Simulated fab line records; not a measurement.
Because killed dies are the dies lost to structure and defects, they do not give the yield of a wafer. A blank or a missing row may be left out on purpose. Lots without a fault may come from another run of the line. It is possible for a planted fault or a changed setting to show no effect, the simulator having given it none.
Lot-split experiment | flow n5 finfet | route with 1938 steps; 7 lots, 21 wafers read

## THE SPLIT ITSELF
At N5_SD_EPI_N_EPI_21 (deposits Si:P, time 690 s), the setting temp c was moved away from the recipe's 680 C on 6 of the 21 wafers read, by -0.4% to +0.4%. All remaining wafers had this setting at the recipe value.

## FROM THE SPLIT TO THE READING: what the file shows between them, 15 steps
- N5_SD_EPI_N_EPI_MEAS_23
- N5_SD_EPI_P_COAT_03: resist thk 150 nm (also split here: spin rpm)
- N5_SD_EPI_P_EBR_05
- N5_SD_EPI_P_SOFTBAKE_04: time 60 s
- N5_SD_EPI_P_EXPOSE_06: exposes mask SD P BLK, target cd 240 nm
- N5_SD_EPI_P_PEB_07: peb time 60 s
- N5_SD_EPI_P_DEVELOP_08: develop time 30 s
- N5_SD_EPI_P_EPI_21: deposits SiGe:B, time 355 s
- N5_SD_EPI_P_HM_STRIP_48: strips SiNx in H3PO4, material SiNx, target depth 3 nm
- N5_SD_EPI_P_SRD_49: time 30 s
- N5_SD_EPI_P_PRECLEAN_24: cleans in O3/DIW, time 45 s
- N5_SD_EPI_P_PRECLEAN_32: cleans in dHF, time 10 s
- N5_SD_EPI_P_PRECLEAN_33: cleans in SC2, time 45 s
- N5_SD_ACTIVATION_RTA_00: time 0 s
- N5_SD_ACTIVATION_LSA_01: time 0.0008 s

## THE READING
RS_SD_N (ohm/sq), read at N5_SD_ACTIVATION_RS_MEAS_03 with a four-point probe. A value of 21.89 ohm/sq with a standard deviation of 0.27 ohm/sq is what fault-free wafers of this fab line usually give.

wafer  | tool, chamber at the split | temp c as run, C | against the recipe | RS_SD_N, ohm/sq | against lot-mates on the recipe
L074.2 | epi rpcvd-03, 0            | 680              | recipe             | 22.04           | -
L074.3 | epi rpcvd-03, 0            | 680              | recipe             | 22.10           | -
L074.4 | epi rpcvd-03, 0            | 677              | -0.4%              | 23.50           | +1.43
L076.1 | epi rpcvd-04, 0            | 680              | recipe             | 21.87           | -
L076.2 | epi rpcvd-04, 0            | 680              | recipe             | 21.95           | -
L076.5 | epi rpcvd-04, 0            | 680              | recipe             | 22.09           | -
L084.3 | epi rpcvd-04, 0            | 680              | recipe             | 21.67           | -
L084.5 | epi rpcvd-04, 0            | 680              | recipe             | 21.47           | -
L084.6 | epi rpcvd-04, 0            | 677.1            | -0.4%              | 22.91           | +1.34
L085.1 | epi rpcvd-02, 0            | 680              | recipe             | 21.87           | -
L085.5 | epi rpcvd-02, 0            | 680              | recipe             | 22.04           | -
L085.6 | epi rpcvd-02, 0            | 680              | recipe             | 21.53           | -
L092.1 | epi rpcvd-02, 0            | 682.8            | +0.4%              | 20.83           | -1.14
L092.2 | epi rpcvd-02, 0            | 680              | recipe             | 21.67           | -
L092.3 | epi rpcvd-02, 0            | 680              | recipe             | 22.27           | -
L093.2 | epi rpcvd-04, 0            | 680              | recipe             | 21.63           | -
L093.3 | epi rpcvd-04, 0            | 683              | +0.4%              | 20.79           | -0.84
L093.4 | epi rpcvd-04, 0            | 683              | +0.4%              | 20.91           | -0.72
L091.1 | epi rpcvd-03, 0            | 680              | recipe             | 21.78           | -
L091.5 | epi rpcvd-03, 0            | 682.8            | +0.4%              | 20.92           | -0.94
L091.6 | epi rpcvd-03, 0            | 680              | recipe             | 21.94           | -

THE FIT
A straight line over all 21 wafers: RS_SD_N changes by -2.63 ohm/sq for each +1% of temp c; r = -0.94; the points scatter about the line by 0.23 ohm/sq.
The same after taking each lot's own level away (the mean of its wafers on the recipe; 21 wafers): -2.53 ohm/sq for each +1%; r = -0.95; scatter 0.19 ohm/sq.
Per that fit: largest temp c move, reading shift of 1.1 ohm/sq.
Measured against the standard deviation above, the lots' own levels, which go from 21.570 to 22.070 ohm/sq, span 1.9 times it.
So the lot-to-lot level changes the slope little: the two slopes agree.
Check: +1.09 ohm/sq against its lot-mates is what the line predicts for one of the wafers moved furthest among these (-0.4%) when that wafer is left out of the fit. Against them it came out at +1.43 ohm/sq.

## THESE WAFERS: OTHER SPLITS
Note: prior to the reading, these wafers also went through further splits. Each is held against what the fit with the lots' levels taken away leaves over:
other split on the same wafers            | wafers away from the commonest value | r with RS_SD_N (lot level and that fit taken away)
N5_PMOS_HMC_CHANNEL_EPI_PEB_07 peb temp c | 8                                    | +0.13
N5_FIN_CUT_COAT_19 spin rpm               | 6                                    | -0.13
N5_DUMMY_GATE_ETCH_42 bias w              | 8                                    | -0.22
N5_SD_EPI_P_COAT_03 spin rpm              | 9                                    | +0.37

## THE WHOLE CHAIN: every reading that the file lists as answering this split, in the file's order
step                        | what it does                                           | reading                                                                         | change (the file's fit)              | r (the file's)
N5_SD_EPI_N_EPI_21          | deposits Si:P, time 690 s                              | Si-P_of_SD_EPI_N_EPI_21.thk nm (the simulator's own value, which no gauge read) | +7.08 nm for each +1% of the setting | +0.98
N5_SD_EPI_N_EPI_MEAS_23     |                                                        | thk nm                                                                          | withheld for each +1% of the setting | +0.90
N5_SD_EPI_P_HM_STRIP_48     | strips SiNx in H3PO4, material SiNx, target depth 3 nm | Si-P_of_SD_EPI_N_EPI_21.thk nm (the simulator's own value, which no gauge read) | +7.17 nm for each +1% of the setting | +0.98
N5_SD_EPI_P_PRECLEAN_24     | cleans in O3/DIW, time 45 s                            | Si-P_of_SD_EPI_N_EPI_21.thk nm (the simulator's own value, which no gauge read) | +6.94 nm for each +1% of the setting | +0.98
N5_SD_ACTIVATION_RS_MEAS_03 | measures by four-point-probe                           | RS_SD_N                                                                         | -2.64 for each +1% of the setting    | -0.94

## FILE'S OWN FIT
RS_SD_N changes by -2.64 ohm/sq for each +1% of temp c, r = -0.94.
